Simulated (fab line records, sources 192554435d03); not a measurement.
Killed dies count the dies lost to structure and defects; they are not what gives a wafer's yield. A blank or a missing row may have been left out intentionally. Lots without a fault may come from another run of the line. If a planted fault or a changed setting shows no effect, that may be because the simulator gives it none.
One fault seen from 2 desks	flow n5 finfet	numbers are kept per desk, each desk with only its own; the story behind them comes last

## DESK OF THE TOOL OWNER: rie diel-03
The tool's own readings at N5_BEOL_M2_TRENCH_ETCH_37 (etches SiOC in C4F6/O2, target depth 55.555 nm, time 29.2 s): means of the sampled wafers that have a number, for each lot that ran on this tool. A lot is out of limits, marked OUT, if its mean lies more than 4 standard deviations from the usual mean; the brackets give that distance.
Columns: A = C4F6_flow_sccm at N5_BEOL_M2_TRENCH_ETCH_37, usual 10.00 sccm; B = drypump motor current A at N5_BEOL_M2_TRENCH_ETCH_37, usual 5.8 A; C = oes product au at N5_BEOL_M2_TRENCH_ETCH_37, usual 0.79 a.u.; D = rf fwd power W at N5_BEOL_M2_TRENCH_ETCH_37, usual 349.7 W; E = rf vpp V at N5_BEOL_M2_TRENCH_ETCH_37, usual 666 V; F = showerhead plenum p Torr at N5_BEOL_M2_TRENCH_ETCH_37, usual 2.82 Torr; G = throttle valve pct at N5_BEOL_M2_TRENCH_ETCH_37, usual 20.85 %
lot	first seen here	A	B	C	D	E	F	G
L208	day 7 16:11	10.01	5.5	0.74	350.5	667	2.83	21.09
L216	day 10 09:25	10.01	5.8	0.85	328.3 (-12) OUT	687	2.77	20.75
This desk finds L216 out of limits, L216 being first, at day 10 09:25 (rf fwd power W at N5_BEOL_M2_TRENCH_ETCH_37). L208: within limits.

## FROM THE METROLOGY DESK
Means of the sampled wafers that have a number, per lot and without regard to the tool the lot ran on: this is what the gauges read. A lot is out of limits, marked OUT, if its mean lies more than 4 standard deviations from the usual mean; the brackets give that distance. 7 of its 11 readings are shown, namely those furthest out on some lot.
Columns: A = DIBL_N at N5_BEOL_M4_RC_MEAS_101, usual 36.3 mV/V; B = DIBL_P at N5_BEOL_M4_RC_MEAS_101, usual 36.5 mV/V; C = IOFF_P at N5_BEOL_M4_RC_MEAS_101, usual 0.22 nA/um; D = ION_N at N5_BEOL_M4_RC_MEAS_101, usual 676 uA/um; E = SS_P at N5_BEOL_M4_RC_MEAS_101, usual 73.3 mV/dec; F = VT_N at N5_BEOL_M4_RC_MEAS_101, usual 249.3 mV; G = VT_P at N5_BEOL_M4_RC_MEAS_101, usual -250 mV
lot	first seen here	A	B	C	D	E	F	G
L206	day 7 14:14	37.9	37.6	0.25	672	74.1	248.6	-246
L208	day 7 16:20	34.4	35.9	0.19	685	73.7	249.2	-251
L210	day 8 00:35	36.5	37.5	0.21	686	74.3	246.8	-251
L215	day 10 04:58	35.7	36.1	0.22	673	73.5	250.3	-248
L216	day 10 09:35	35.0	35.2	0.22	672	72.9	249.4	-249
L223	day 11 13:22	36.4	35.2	0.20	671	72.8	248.6	-251
L225	day 11 22:08	36.4	39.6	0.24	682	73.1	248.5	-248
L226	day 12 02:57	35.9	36.1	0.20	671	72.9	251.8	-253
L228	day 13 09:14	37.1	36.8	0.26	683	73.8	245.9	-246
Finding of this desk: none of the 9 lots has anything out of limits.

## TAKEN TOGETHER
An alarm could have come from the tool owner's desk at day 10 09:25, on L216.
At the metrology desk, nothing out of limits was observed.
The metrology desk holds a record of L216, inside its limits.
The lots listed all ran N5_BEOL_M2_TRENCH_ETCH_37 on rie diel-03.

## WHAT HAD BEEN PUT IN BY THE SIMULATOR
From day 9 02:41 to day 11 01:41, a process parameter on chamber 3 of rie diel-03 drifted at N5_BEOL_M2_TRENCH_ETCH_37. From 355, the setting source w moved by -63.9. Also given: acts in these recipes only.
Shown lots that were struck: L216.
Hours from the fault's start to each desk's first reading out of limits: the tool owner's desk, 31.
